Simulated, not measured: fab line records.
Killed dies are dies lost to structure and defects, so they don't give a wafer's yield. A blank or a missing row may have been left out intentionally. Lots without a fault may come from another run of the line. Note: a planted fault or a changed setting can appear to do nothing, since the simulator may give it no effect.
Lot-split experiment + flow n5_finfet + on a route of 1938 steps: 7 lots, 21 wafers read

THE SPLIT
At N5_BEOL_M10_COAT_05 (resist thk 90 nm), the setting spin_rpm was moved away from the recipe's 1500 rpm on 6 of the 21 wafers read, by -5.8% to +6.5%. The other wafers ran this setting at the recipe's value.

FROM THE SPLIT TO THE READING: what the file shows between them, 4 steps
- N5_BEOL_M10_EBR_07
- N5_BEOL_M10_SOFTBAKE_06: time 60 s
- N5_BEOL_M10_EXPOSE_08: exposes mask M10
- N5_BEOL_M10_PEB_09: peb time 60 s

THE READING
CAR-ArF_of_BEOL_M10_COAT_05.thk_nm (the simulator's own value, which no gauge read), in nm, at N5_BEOL_M10_DEVELOP_10 (develop time 30 s). The file gives no usual value for it. Across the 15 wafers here that went through the recipe, the average is 88.2 nm and the standard deviation 0.15 nm.

| wafer  | tool, chamber at the split | spin_rpm as run, rpm | against the recipe | CAR-ArF_of_BEOL_M10_COAT_05.thk_nm, nm | against lot-mates on the recipe |
|--------|----------------------------|----------------------|--------------------|----------------------------------------|---------------------------------|
| L075.2 | litho_track-04, 0          | 1500                 | recipe             | 88.4                                   | -                               |
| L075.3 | litho_track-04, 0          | 1500                 | recipe             | 88.2                                   | -                               |
| L075.4 | litho_track-04, 0          | 1500                 | recipe             | 88.2                                   | -                               |
| L077.4 | litho_track-03, 0          | 1500                 | recipe             | 88.2                                   | -                               |
| L077.5 | litho_track-03, 0          | 1500                 | recipe             | 88.2                                   | -                               |
| L077.6 | litho_track-03, 0          | 1500                 | recipe             | 88.2                                   | -                               |
| L079.4 | litho_track-02, 0          | 1500                 | recipe             | 88.2                                   | -                               |
| L079.5 | litho_track-02, 0          | 1500                 | recipe             | 88.2                                   | -                               |
| L079.6 | litho_track-02, 0          | 1500                 | recipe             | 87.8                                   | -                               |
| L085.2 | litho_track-04, 0          | 1500                 | recipe             | 88                                     | -                               |
| L085.4 | litho_track-04, 0          | 1500                 | recipe             | 88                                     | -                               |
| L085.6 | litho_track-04, 0          | 1555                 | +3.7%              | 86.4                                   | -1.6                            |
| L086.2 | litho_track-02, 0          | 1500                 | recipe             | 88.2                                   | -                               |
| L086.5 | litho_track-02, 0          | 1500                 | recipe             | 88.2                                   | -                               |
| L086.4 | litho_track-02, 0          | 1413                 | -5.8%              | 91                                     | +2.8                            |
| L088.2 | litho_track-03, 0          | 1597                 | +6.5%              | 85.6                                   | -2.4                            |
| L088.5 | litho_track-03, 0          | 1500                 | recipe             | 88                                     | -                               |
| L088.6 | litho_track-03, 0          | 1597                 | +6.5%              | 85.4                                   | -2.6                            |
| L097.1 | litho_track-02, 0          | 1500                 | recipe             | 88.4                                   | -                               |
| L097.3 | litho_track-02, 0          | 1425                 | -5.0%              | 91                                     | +2.6                            |
| L097.6 | litho_track-02, 0          | 1425                 | -5.0%              | 91                                     | +2.6                            |

THE FIT
A straight line over all 21 wafers: CAR-ArF_of_BEOL_M10_COAT_05.thk_nm changes by -0.475 nm for each +1% of spin_rpm; r = -0.99; the points scatter about the line by 0.23 nm.
The same after taking each lot's own level away (the mean of its wafers on the recipe; 21 wafers): -0.445 nm for each +1%; r = -0.99; scatter 0.18 nm.
That fit puts the effect of the largest move of spin_rpm on the reading at 2.9 nm.
The lots' own levels span 88.00 to 88.40 nm, that is 2.7 times the standard deviation above.
The two slopes are in agreement: the lot-to-lot level therefore moves the slope only a little.
Check: with one of the wafers moved furthest among these (+6.5%) left out of the fit, the line predicts -2.95 nm for it against its lot-mates. It came out at -2.4 nm against them.

FURTHER SPLITS ON THESE WAFERS
Note: prior to the reading, these wafers also went through further splits. Each is held against what the fit with the lots' levels taken away leaves over:
| other split on the same wafers | wafers away from the commonest value | r with CAR-ArF_of_BEOL_M10_COAT_05.thk_nm (lot level and that fit taken away) |
|--------------------------------|--------------------------------------|-------------------------------------------------------------------------------|
| N5_BEOL_M6_COAT_60 spin_rpm    | 5                                    | -0.02                                                                         |
| N5_BEOL_M7_COAT_71 spin_rpm    | 7                                    | -0.09                                                                         |
| N5_BEOL_M7_EXPOSE_25 dose_mj   | 11                                   | +0.01                                                                         |
| N5_BEOL_M8_DESCUM_16 time_s    | 5                                    | -0.21                                                                         |
| N5_BEOL_M8_ETCH_62 time_s      | 5                                    | +0.00                                                                         |

THE WHOLE CHAIN: every reading that the file lists as answering this split, in the file's order
| step                   | what it does      | reading                                                                             | change (the file's fit)               | r (the file's) |
|------------------------|-------------------|-------------------------------------------------------------------------------------|---------------------------------------|----------------|
| N5_BEOL_M10_COAT_05    | resist thk 90 nm  | CAR-ArF_of_BEOL_M10_COAT_05.thk_nm (the simulator's own value, which no gauge read) | -0.457 nm for each +1% of the setting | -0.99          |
| N5_BEOL_M10_DEVELOP_10 | develop time 30 s | CAR-ArF_of_BEOL_M10_COAT_05.thk_nm (the simulator's own value, which no gauge read) | -0.45 nm for each +1% of the setting  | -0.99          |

FILE'S OWN FIT
CAR-ArF_of_BEOL_M10_COAT_05.thk_nm changes by -0.45 nm for each +1% of spin_rpm, r = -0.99.
